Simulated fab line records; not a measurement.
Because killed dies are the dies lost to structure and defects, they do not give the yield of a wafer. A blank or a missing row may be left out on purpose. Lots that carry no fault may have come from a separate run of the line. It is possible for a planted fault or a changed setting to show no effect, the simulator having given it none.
2 desks looking at one fault | flow n5 finfet | every desk sees just its own numbers, and what lay behind them comes last

## TOOL OWNER'S DESK, rie diel-02
The tool's own readings at N5_PMOS_HMC_CHANNEL_EPI_ETCH_32 (etches BARC in N2/H2, stops on SiO2, target depth 85.8 nm, time 50.3 s): means of the sampled wafers that have a number, for each lot that ran on this tool. Marked OUT: a lot whose mean sits more than 4 standard deviations from the usual mean, which makes it out of limits; the brackets give that distance.
Columns: A = drypump motor current A at N5_PMOS_HMC_CHANNEL_EPI_ETCH_32, usual 5.5 A; B = oes product au at N5_PMOS_HMC_CHANNEL_EPI_ETCH_32, usual 0.67 a.u.; C = rf vpp V at N5_PMOS_HMC_CHANNEL_EPI_ETCH_32, usual 524.7 V; D = showerhead plenum p Torr at N5_PMOS_HMC_CHANNEL_EPI_ETCH_32, usual 2.58 Torr; E = throttle valve pct at N5_PMOS_HMC_CHANNEL_EPI_ETCH_32, usual 18.04 %
lot  | first seen here | A   | B    | C     | D    | E
L184 | day 2 12:20     | 5.7 | 0.63 | 522.6 | 2.50 | 18.00
L185 | day 2 17:29     | 5.6 | 0.67 | 524.5 | 2.56 | 17.97
L187 | day 3 06:23     | 5.7 | 0.70 | 526.0 | 2.63 | 17.91
L188 | day 3 11:41     | 5.6 | 0.69 | 525.6 | 2.63 | 17.92
L202 | day 6 23:30     | 5.6 | 0.72 | 526.5 | 2.65 | 17.88
Finding of this desk: none of the 5 lots has anything out of limits.

## METROLOGY DESK
What the gauges read for every lot (on any tool): the sampled wafers with a number, averaged. Marked OUT: a lot whose mean sits more than 4 standard deviations from the usual mean, which makes it out of limits; the brackets give that distance. Of its 10 readings 7 are shown: those that lie furthest out on some lot.
Columns: A = DIBL_N at N5_BEOL_M4_RC_MEAS_101, usual 36.1 mV/V; B = DIBL_P at N5_BEOL_M4_RC_MEAS_101, usual 35.7 mV/V; C = IOFF_P at N5_BEOL_M4_RC_MEAS_101, usual 0.21 nA/um; D = ION_N at N5_BEOL_M4_RC_MEAS_101, usual 673 uA/um; E = ION_P at N5_BEOL_M4_RC_MEAS_101, usual 462 uA/um; F = SS_P at N5_BEOL_M4_RC_MEAS_101, usual 73.2 mV/dec; G = VT_P at N5_BEOL_M4_RC_MEAS_101, usual -250 mV
lot  | first seen here | A    | B    | C    | D   | E   | F    | G
L184 | day 8 15:25     | 35.5 | 33.1 | 0.24 | 676 | 468 | 73.0 | -245
L185 | day 8 17:28     | 37.5 | 36.4 | 0.19 | 663 | 453 | 73.3 | -253
L187 | day 9 06:56     | 36.0 | 36.7 | 0.18 | 673 | 452 | 73.2 | -254
L188 | day 9 07:25     | 36.2 | 34.4 | 0.19 | 675 | 465 | 72.3 | -250
L202 | day 13 21:25    | 34.7 | 35.0 | 0.19 | 678 | 464 | 72.7 | -251
Finding of this desk: none of the 5 lots has anything out of limits.

## TAKEN TOGETHER
Nothing out of limits was seen by the tool owner's desk.
From the metrology desk's view, nothing was out of limits.

## WHAT HAD BEEN PUT IN BY THE SIMULATOR
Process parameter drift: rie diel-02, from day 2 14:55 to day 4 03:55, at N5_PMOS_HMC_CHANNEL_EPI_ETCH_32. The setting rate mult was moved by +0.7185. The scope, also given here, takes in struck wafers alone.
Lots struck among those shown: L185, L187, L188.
